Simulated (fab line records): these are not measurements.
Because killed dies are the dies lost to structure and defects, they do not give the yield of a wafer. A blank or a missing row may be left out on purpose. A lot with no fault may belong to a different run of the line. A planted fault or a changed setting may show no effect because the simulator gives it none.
Which tool did it? + flow n5_finfet + 19 lots, 57 wafers sampled, at 6 steps of a route of 1938

WHAT THE GAUGES SHOWED, per wafer
The record lacks any reading of a measuring or inspecting step that a usual standard deviation could be used to judge.

TOOL THAT RAN EACH LOT (tool first, then ch and the chambers of the sampled wafers, then the start)
| lot  | N5_MOL_CONTACT_COAG_ETCH_48        | N5_BEOL_M0_SAQP_SPACER1_ALD_98    | N5_BEOL_M0_ETCH_138                | N5_BEOL_M0_ETCH_128                | N5_BEOL_M0_ANNEAL_135        | N5_BEOL_M0_CMP_120            |
|------|------------------------------------|-----------------------------------|------------------------------------|------------------------------------|------------------------------|-------------------------------|
| L074 | rie_diel-06 ch 2,3, day 5 09:06    | ald_sin-04 ch 0,1,3, day 5 16:08  | rie_diel-05 ch 1,2,3, day 5 20:59  | rie_diel-05 ch 0,1,3, day 5 22:22  | pvd_sputter-01, day 6 00:05  | cmp-02 ch 0,1,3, day 6 01:19  |
| L076 | rie_diel-06 ch 1,2, day 6 05:55    | ald_sin-04 ch 0,2,3, day 6 17:26  | rie_diel-01 ch 0,2,3, day 6 22:53  | rie_diel-05 ch 2,3, day 7 01:18    | pvd_sputter-03, day 7 02:52  | cmp-02 ch 0,2,3, day 7 04:06  |
| L077 | rie_diel-05 ch 0,2,3, day 6 10:35  | ald_sin-02 ch 0,2,3, day 6 19:17  | rie_diel-05 ch 0,2,3, day 7 01:37  | rie_diel-01 ch 0,2,3, day 7 02:03  | pvd_sputter-03, day 7 03:19  | cmp-03 ch 0,1,2, day 7 04:24  |
| L078 | rie_diel-06 ch 0,1,3, day 6 14:47  | ald_sin-03 ch 0,3, day 6 22:56    | rie_diel-05 ch 0,2, day 7 03:26    | rie_diel-01 ch 0,2, day 7 04:01    | pvd_sputter-01, day 7 08:22  | cmp-03 ch 0,2, day 7 08:55    |
| L079 | rie_diel-06 ch 0,2, day 6 20:54    | ald_sin-04 ch 0,2,3, day 7 04:14  | rie_diel-06 ch 1,2,3, day 7 09:38  | rie_diel-06 ch 1,2, day 7 10:37    | pvd_sputter-01, day 7 13:37  | cmp-03 ch 1,2, day 7 14:09    |
| L080 | rie_diel-01 ch 0,2,3, day 6 23:38  | ald_sin-02 ch 2,3, day 7 06:55    | rie_diel-05 ch 0,1,3, day 7 11:32  | rie_diel-05 ch 0,1,2, day 7 13:31  | pvd_sputter-03, day 7 16:04  | cmp-03 ch 1,2,3, day 7 16:43  |
| L083 | rie_diel-06 ch 0,1,3, day 7 09:19  | ald_sin-04 ch 0,2,3, day 7 15:59  | rie_diel-05 ch 1,2, day 7 20:53    | rie_diel-01 ch 1,3, day 8 04:20    | pvd_sputter-02, day 8 07:12  | cmp-04 ch 0,1,3, day 8 07:46  |
| L084 | rie_diel-05 ch 0,1, day 7 17:32    | ald_sin-04 ch 1,2, day 8 02:32    | rie_diel-05 ch 1,2,3, day 8 07:44  | rie_diel-06 ch 1,3, day 8 10:55    | pvd_sputter-01, day 8 13:17  | cmp-02 ch 0,2,3, day 8 13:54  |
| L085 | rie_diel-06 ch 0,1, day 8 01:09    | ald_sin-03 ch 2,3, day 8 09:32    | rie_diel-01 ch 0,3, day 8 15:42    | rie_diel-01 ch 0,1,2, day 8 19:08  | pvd_sputter-03, day 8 21:04  | cmp-04 ch 2,3, day 8 21:37    |
| L086 | rie_diel-05 ch 0,1, day 8 07:13    | ald_sin-03 ch 1,2,3, day 8 14:38  | rie_diel-01 ch 1,3, day 8 19:34    | rie_diel-01 ch 0,1,3, day 8 20:50  | pvd_sputter-01, day 8 23:44  | cmp-04 ch 0,1,3, day 9 00:21  |
| L087 | rie_diel-06 ch 1,3, day 8 10:48    | ald_sin-02 ch 0,2,3, day 8 17:40  | rie_diel-01 ch 1,2,3, day 8 23:26  | rie_diel-06 ch 0,1, day 9 01:13    | pvd_sputter-03, day 9 03:43  | cmp-02 ch 0,3, day 9 04:20    |
| L089 | rie_diel-01 ch 1,2,3, day 9 02:30  | ald_sin-02 ch 2,3, day 9 10:30    | rie_diel-05 ch 0,1,3, day 9 15:12  | rie_diel-05 ch 1,3, day 9 16:04    | pvd_sputter-02, day 9 20:00  | cmp-03 ch 0,1,3, day 9 20:36  |
| L090 | rie_diel-01 ch 0,2, day 9 10:07    | ald_sin-03 ch 0,1,2, day 9 17:52  | rie_diel-06 ch 0,2, day 9 23:32    | rie_diel-06 ch 2,3, day 10 01:29   | pvd_sputter-01, day 10 05:55 | cmp-03 ch 0,1,2, day 10 06:32 |
| L092 | rie_diel-01 ch 0,1,3, day 9 19:25  | ald_sin-04 ch 0,2, day 10 03:00   | rie_diel-06 ch 0,2,3, day 10 07:30 | rie_diel-06 ch 0,3, day 10 08:40   | pvd_sputter-02, day 10 10:22 | cmp-02 ch 1,2,3, day 10 11:28 |
| L093 | rie_diel-01 ch 0,1,2, day 10 01:59 | ald_sin-03 ch 0,1,2, day 10 09:16 | rie_diel-05 ch 0,1, day 10 14:19   | rie_diel-05 ch 0,1,3, day 10 17:02 | pvd_sputter-02, day 10 18:56 | cmp-03 ch 1,2,3, day 10 19:28 |
| L095 | rie_diel-01 ch 0,3, day 10 13:59   | ald_sin-03 ch 0,2,3, day 10 23:43 | rie_diel-06 ch 2,3, day 11 05:16   | rie_diel-06 ch 1,2, day 11 05:45   | pvd_sputter-01, day 11 08:27 | cmp-02 ch 0,2, day 11 09:01   |
| L094 | rie_diel-01 ch 0,3, day 10 14:50   | ald_sin-02 ch 0,2,3, day 11 01:46 | rie_diel-06 ch 1,2,3, day 11 07:18 | rie_diel-05 ch 1,2,3, day 11 08:40 | pvd_sputter-01, day 11 11:02 | cmp-04 ch 0,2,3, day 11 11:34 |
| L096 | rie_diel-01 ch 0,2,3, day 10 17:53 | ald_sin-02 ch 0,3, day 11 03:01   | rie_diel-05 ch 1,3, day 11 07:49   | rie_diel-01 ch 1,3, day 11 08:48   | pvd_sputter-03, day 11 10:37 | cmp-03 ch 0,2,3, day 11 11:31 |
| L097 | rie_diel-05 ch 0,1,3, day 10 23:38 | ald_sin-02 ch 1,2,3, day 11 07:35 | rie_diel-05 ch 1,3, day 11 12:11   | rie_diel-05 ch 0,1,2, day 11 13:35 | pvd_sputter-03, day 11 15:22 | cmp-02 ch 1,2, day 11 15:54   |
- N5_MOL_CONTACT_COAG_ETCH_48: etches SiOC in C4F6/O2, target depth 15 nm, overetch 4.5 nm, time 17 s.
- N5_BEOL_M0_SAQP_SPACER1_ALD_98: deposits SiO2, target thk 12.8 nm, pulse time 1 s, purge time 2 s.
- N5_BEOL_M0_ETCH_138: etches SiCN in CH3F/O2, target depth 12 nm, time 31.6 s.
- N5_BEOL_M0_ETCH_128: etches SiCN in CF4/N2, target depth 12 nm, overetch 5.1 nm, time 21.4 s.
- N5_BEOL_M0_ANNEAL_135: time 60 s.
- N5_BEOL_M0_CMP_120: polishes, stops on SiOC, t overpolish 6.9 s.

WHAT THE TOOLS THEMSELVES READ (means of the sampled wafers that have a number; where no wafer has one, the mark that the record gives instead)
N5_MOL_CONTACT_COAG_ETCH_48.
| lot  | tool        | O2_flow_sccm (sccm) | bias_w (W) | drypump_motor_current_A (A) | oes_product_au (a.u.) | rf_vpp_V (V) | showerhead_plenum_p_Torr (Torr) | throttle_valve_pct (%) |
|------|-------------|---------------------|------------|-----------------------------|-----------------------|--------------|---------------------------------|------------------------|
| L074 | rie_diel-06 | 10.02               | 465.6      | 5.7                         | 0.67                  | 1612         | 2.89                            | 40.6                   |
| L076 | rie_diel-06 | 10.01               | 465.7      | 5.6                         | 0.57                  | 1594         | 2.74                            | 40.8                   |
| L077 | rie_diel-05 | 9.99                | 463.3      | 5.3                         | 0.60                  | 1579         | 2.73                            | 41.0                   |
| L078 | rie_diel-06 | 10.00               | 465.6      | 5.8                         | 0.63                  | 1596         | 2.92                            | 41.0                   |
| L079 | rie_diel-06 | 9.97                | 464.9      | 5.7                         | 0.64                  | 1588         | 2.78                            | 40.7                   |
| L080 | rie_diel-01 | 9.99                | 465.1      | 5.7                         | 0.60                  | 1589         | 2.87                            | 40.4                   |
| L083 | rie_diel-06 | 10.00               | 463.6      | 5.8                         | 0.68                  | 1596         | 2.91                            | 41.1                   |
| L084 | rie_diel-05 | 10.00               | 464.8      | 5.7                         | 0.65                  | 1571         | 2.76                            | 41.1                   |
| L085 | rie_diel-06 | 9.98                | 464.6      | 5.9                         | 0.63                  | 1579         | 2.91                            | 41.2                   |
| L086 | rie_diel-05 | 9.99                | 465.2      | 6.2                         | 0.76                  | 1575         | 2.90                            | 41.1                   |
| L087 | rie_diel-06 | 10.04               | 465.3      | 5.7                         | 0.66                  | 1611         | 2.92                            | 41.0                   |
| L089 | rie_diel-01 | 10.02               | 465.3      | 5.9                         | 0.55                  | 1579         | 2.85                            | 40.3                   |
| L090 | rie_diel-01 | 10.01               | 466.2      | 5.7                         | 0.63                  | 1581         | 2.88                            | 40.4                   |
| L092 | rie_diel-01 | 10.01               | 464.7      | 5.6                         | 0.62                  | 1574         | 2.83                            | 40.4                   |
| L093 | rie_diel-01 | 10.01               | 464.3      | 6.0                         | 0.62                  | 1572         | 2.85                            | 40.4                   |
| L095 | rie_diel-01 | 9.98                | 463.5      | 5.3                         | 0.60                  | 1591         | 2.83                            | 40.5                   |
| L094 | rie_diel-01 | 9.99                | 463.8      | 5.4                         | 0.62                  | 1591         | 2.83                            | 40.5                   |
| L096 | rie_diel-01 | 10.00               | 465.9      | 5.7                         | 0.58                  | 1589         | 2.86                            | 40.4                   |
| L097 | rie_diel-05 | 10.01               | 465.0      | 5.7                         | 0.67                  | 1566         | 2.82                            | 41.1                   |

N5_BEOL_M0_SAQP_SPACER1_ALD_98.
| lot  | tool       | heater_power_w (W) | precursor_pulse_height_rel | susceptor_temp_C (C) |
|------|------------|--------------------|----------------------------|----------------------|
| L074 | ald_sin-04 | 499                | 0.975                      | 299.89               |
| L076 | ald_sin-04 | 554                | 1.016                      | 300.06               |
| L077 | ald_sin-02 | 449                | 1.009                      | 299.99               |
| L078 | ald_sin-03 | 500                | 1.004                      | 300.02               |
| L079 | ald_sin-04 | 539                | 0.987                      | 300.08               |
| L080 | ald_sin-02 | 459                | 1.006                      | 300.00               |
| L083 | ald_sin-04 | 541                | 1.009                      | 300.07               |
| L084 | ald_sin-04 | 531                | 1.002                      | 299.93               |
| L085 | ald_sin-03 | 442                | 1.018                      | 300.03               |
| L086 | ald_sin-03 | 433                | 1.010                      | 300.02               |
| L087 | ald_sin-02 | 444                | 1.012                      | 300.06               |
| L089 | ald_sin-02 | 462                | 0.998                      | 299.81               |
| L090 | ald_sin-03 | 451                | 0.983                      | 300.02               |
| L092 | ald_sin-04 | 517                | 1.020                      | 300.31               |
| L093 | ald_sin-03 | 456                | 0.999                      | 299.89               |
| L095 | ald_sin-03 | 471                | 0.998                      | 300.11               |
| L094 | ald_sin-02 | 451                | 1.001                      | 300.01               |
| L096 | ald_sin-02 | 431                | 1.003                      | 299.99               |
| L097 | ald_sin-02 | 440                | 1.009                      | 300.13               |

N5_BEOL_M0_ETCH_138.
| lot  | tool        | O2_flow_sccm (sccm) | bias_w (W) | drypump_motor_current_A (A) | etch_rf_on_time_s (s) | oes_product_au (a.u.) | rf_vpp_V (V) | showerhead_plenum_p_Torr (Torr) | throttle_valve_pct (%) |
|------|-------------|---------------------|------------|-----------------------------|-----------------------|-----------------------|--------------|---------------------------------|------------------------|
| L074 | rie_diel-05 | 20.02               | 75.33      | 5.7                         | 28.9                  | 0.60                  | 296.8        | 1.94                            | 16.51                  |
| L076 | rie_diel-01 | 20.03               | 74.70      | 5.7                         | 29.2                  | 0.64                  | 298.1        | 2.02                            | 16.24                  |
| L077 | rie_diel-05 | 20.00               | 75.03      | 5.3                         | 29.5                  | 0.62                  | 295.6        | 1.91                            | 16.46                  |
| L078 | rie_diel-05 | 19.99               | 75.12      | 5.3                         | 29.4                  | 0.63                  | 294.7        | 1.86                            | 16.51                  |
| L079 | rie_diel-06 | 19.96               | 74.90      | 5.7                         | 28.4                  | 0.63                  | 296.6        | 1.99                            | 16.45                  |
| L080 | rie_diel-05 | 20.02               | 75.11      | 5.7                         | 29.4                  | 0.71                  | 297.4        | 2.00                            | 16.44                  |
| L083 | rie_diel-05 | 19.99               | 75.16      | 6.2                         | 29.0                  | 0.76                  | 298.6        | 2.07                            | 16.37                  |
| L084 | rie_diel-05 | 20.02               | 75.00      | 5.7                         | 29.1                  | 0.68                  | 298.2        | 2.01                            | 16.41                  |
| L085 | rie_diel-01 | 20.01               | 75.28      | 5.4                         | 30.1                  | 0.64                  | 297.2        | 1.99                            | 16.29                  |
| L086 | rie_diel-01 | 20.06               | 75.18      | 5.6                         | 29.0                  | 0.60                  | 297.2        | 1.98                            | 16.43                  |
| L087 | rie_diel-01 | 19.99               | 74.77      | 5.9                         | 29.4                  | 0.60                  | 297.7        | 2.00                            | 16.44                  |
| L089 | rie_diel-05 | 19.99               | 74.63      | 5.7                         | 29.1                  | 0.69                  | 296.8        | 1.99                            | 16.48                  |
| L090 | rie_diel-06 | 19.98               | 75.16      | 5.9                         | 29.3                  | 0.62                  | 297.8        | 2.01                            | 16.36                  |
| L092 | rie_diel-06 | 19.97               | 75.08      | 5.8                         | 29.1                  | 0.63                  | 297.3        | 2.01                            | 16.38                  |
| L093 | rie_diel-05 | 20.10               | 75.04      | 5.7                         | 29.5                  | 0.69                  | 296.2        | 1.93                            | 16.53                  |
| L095 | rie_diel-06 | 20.07               | 74.83      | 5.6                         | 29.4                  | 0.61                  | 296.1        | 1.95                            | 16.40                  |
| L094 | rie_diel-06 | 20.08               | 75.01      | 5.7                         | 28.3                  | 0.68                  | 296.9        | 1.98                            | 16.33                  |
| L096 | rie_diel-05 | 20.00               | 75.34      | 6.1                         | 29.2                  | 0.72                  | 298.8        | 2.09                            | 16.41                  |
| L097 | rie_diel-05 | 20.04               | 74.87      | 5.6                         | 29.5                  | 0.66                  | 297.6        | 2.03                            | 16.46                  |

N5_BEOL_M0_ETCH_128.
| lot  | tool        | bias_w (W) | drypump_motor_current_A (A) | oes_product_au (a.u.) | rf_vpp_V (V) | showerhead_plenum_p_Torr (Torr) | throttle_valve_pct (%) |
|------|-------------|------------|-----------------------------|-----------------------|--------------|---------------------------------|------------------------|
| L074 | rie_diel-05 | 70.02      | 5.7                         | 0.50                  | 380.6        | 2.11                            | 15.67                  |
| L076 | rie_diel-05 | 69.99      | 5.2                         | 0.50                  | 380.7        | 2.17                            | 15.49                  |
| L077 | rie_diel-01 | 70.01      | 5.7                         | 0.51                  | 382.0        | 2.23                            | 15.36                  |
| L078 | rie_diel-01 | 70.12      | 6.1                         | 0.50                  | 383.8        | 2.25                            | 15.36                  |
| L079 | rie_diel-06 | 69.77      | 5.6                         | 0.48                  | 380.6        | 2.13                            | 15.59                  |
| L080 | rie_diel-05 | 70.06      | 5.8                         | 0.57                  | 380.7        | 2.17                            | 15.55                  |
| L083 | rie_diel-01 | 70.26      | 5.6                         | 0.49                  | 381.3        | 2.19                            | 15.58                  |
| L084 | rie_diel-06 | 69.86      | 5.7                         | 0.53                  | 383.4        | 2.26                            | 15.60                  |
| L085 | rie_diel-01 | 70.00      | 6.0                         | 0.51                  | 383.1        | 2.23                            | 15.47                  |
| L086 | rie_diel-01 | 69.93      | 5.6                         | 0.50                  | 382.2        | 2.20                            | 15.48                  |
| L087 | rie_diel-06 | 70.21      | 5.9                         | 0.51                  | 384.4        | 2.26                            | 15.56                  |
| L089 | rie_diel-05 | 69.89      | 5.6                         | 0.55                  | 382.9        | 2.25                            | 15.51                  |
| L090 | rie_diel-06 | 70.22      | 5.7                         | 0.51                  | 382.5        | 2.23                            | 15.53                  |
| L092 | rie_diel-06 | 70.01      | 5.8                         | 0.53                  | 384.0        | 2.29                            | 15.51                  |
| L093 | rie_diel-05 | 70.09      | 5.7                         | 0.55                  | 381.8        | 2.19                            | 15.58                  |
| L095 | rie_diel-06 | 70.16      | 5.7                         | 0.58                  | 381.2        | 2.16                            | 15.41                  |
| L094 | rie_diel-05 | 69.81      | 5.7                         | 0.58                  | 384.0        | 2.30                            | 15.37                  |
| L096 | rie_diel-01 | 70.07      | 5.6                         | 0.48                  | 381.7        | 2.18                            | 15.63                  |
| L097 | rie_diel-05 | 69.99      | 5.8                         | 0.59                  | 383.9        | 2.24                            | 15.43                  |

N5_BEOL_M0_ANNEAL_135.
| lot  | tool           | heater_power_w (W) | susceptor_temp_C (C) |
|------|----------------|--------------------|----------------------|
| L074 | pvd_sputter-01 | 778                | 400.13               |
| L076 | pvd_sputter-03 | 771                | 400.01               |
| L077 | pvd_sputter-03 | 810                | 400.06               |
| L078 | pvd_sputter-01 | 758                | 399.78               |
| L079 | pvd_sputter-01 | 782                | 399.99               |
| L080 | pvd_sputter-03 | 807                | 400.06               |
| L083 | pvd_sputter-02 | 760                | 399.93               |
| L084 | pvd_sputter-01 | 806                | 399.99               |
| L085 | pvd_sputter-03 | 776                | 399.92               |
| L086 | pvd_sputter-01 | 811                | 400.12               |
| L087 | pvd_sputter-03 | 803                | 400.29               |
| L089 | pvd_sputter-02 | 759                | 400.09               |
| L090 | pvd_sputter-01 | 779                | 400.03               |
| L092 | pvd_sputter-02 | 826                | 400.16               |
| L093 | pvd_sputter-02 | 861                | 399.96               |
| L095 | pvd_sputter-01 | 815                | 400.03               |
| L094 | pvd_sputter-01 | 793                | 399.98               |
| L096 | pvd_sputter-03 | 782                | 400.04               |
| L097 | pvd_sputter-03 | 807                | 400.06               |

N5_BEOL_M0_CMP_120.
| lot  | tool   | barrier_field_endpoint_s (s) | edge_zone_pressure_frac | motor_current_A (A) | overpolish_run_s (s) | pad_life_wafers | platen_rpm (rpm) | time_to_endpoint_s (s) |
|------|--------|------------------------------|-------------------------|---------------------|----------------------|-----------------|------------------|------------------------|
| L074 | cmp-02 | 3.61                         | 0.999                   | 6.2                 | 6.901                | 974             | 50.01            | 62                     |
| L076 | cmp-02 | 3.68                         | 0.998                   | 6.7                 | 6.895                | 1190            | 50.00            | 62                     |
| L077 | cmp-03 | 3.75                         | 1.000                   | 6.6                 | 6.903                | 793             | 50.02            | 60                     |
| L078 | cmp-03 | 3.52                         | 0.999                   | 6.4                 | 6.905                | 823             | 49.98            | 60                     |
| L079 | cmp-03 | 3.62                         | 1.008                   | 6.4                 | 6.897                | 870             | 50.01            | 62                     |
| L080 | cmp-03 | 3.56                         | 1.001                   | 5.9                 | 6.897                | 907             | 49.97            | 62                     |
| L083 | cmp-04 | 3.69                         | 1.001                   | 5.7                 | 6.898                | 74              | 50.00            | 67                     |
| L084 | cmp-02 | 3.48                         | 1.002                   | 6.7                 | 6.899                | 1430            | 50.00            | 60                     |
| L085 | cmp-04 | 3.71                         | 0.997                   | 6.3                 | 6.899                | 168             | 49.97            | 67                     |
| L086 | cmp-04 | 3.70                         | 0.999                   | 5.5                 | 6.898                | 188             | 50.01            | 66                     |
| L087 | cmp-02 | 3.60                         | 1.003                   | 6.8                 | 6.900                | 1554            | 50.00            | 61                     |
| L089 | cmp-03 | 3.57                         | 1.001                   | 6.3                 | 6.902                | 1322            | 49.98            | 61                     |
| L090 | cmp-03 | 3.59                         | 0.994                   | 6.5                 | 6.889                | 1424            | 49.98            | 60                     |
| L092 | cmp-02 | 3.67                         | 1.000                   | 6.2                 | 6.901                | 1873            | 50.02            | 65                     |
| L093 | cmp-03 | 3.85                         | 0.995                   | 6.3                 | 6.898                | 1537            | 49.96            | 64                     |
| L095 | cmp-02 | 3.60                         | 0.998                   | 7.2                 | 6.901                | 2042            | 50.03            | 62                     |
| L094 | cmp-04 | 3.66                         | 1.003                   | 5.7                 | 6.898                | 547             | 49.97            | 67                     |
| L096 | cmp-03 | 3.55                         | 0.996                   | 6.4                 | 6.900                | 1676            | 49.97            | 62                     |
| L097 | cmp-02 | 3.78                         | 1.000                   | 6.8                 | 6.907                | 8               | 50.00            | 68                     |

THE ANSWER, worked out from the rows above alone
Rule: the usual values come from the lots themselves. The widest of any qualifying gaps counts: lots, ordered by their means at a reading, are off when they make up no more than a third of the lots, leave a main group of 4 or more, and stand apart from it by 3 or more times the standard deviation of that group's means. Not used: any main group whose means are identical at the precision the tables above print for the reading. Also off: a lot with no number at a reading for which 4 or more lots have one. All remaining lots with rows at the step are treated as sound. Order of review: gauges by route order, followed by the tools' own readings, for which a lot's mean as printed above is used. At the first step where some lot is off, the reading lying furthest off is the one used; lots without a number count as furthest.
None of the lots is off at any reading shown; this tells nothing.

WHAT THE SIMULATOR HAD INSERTED
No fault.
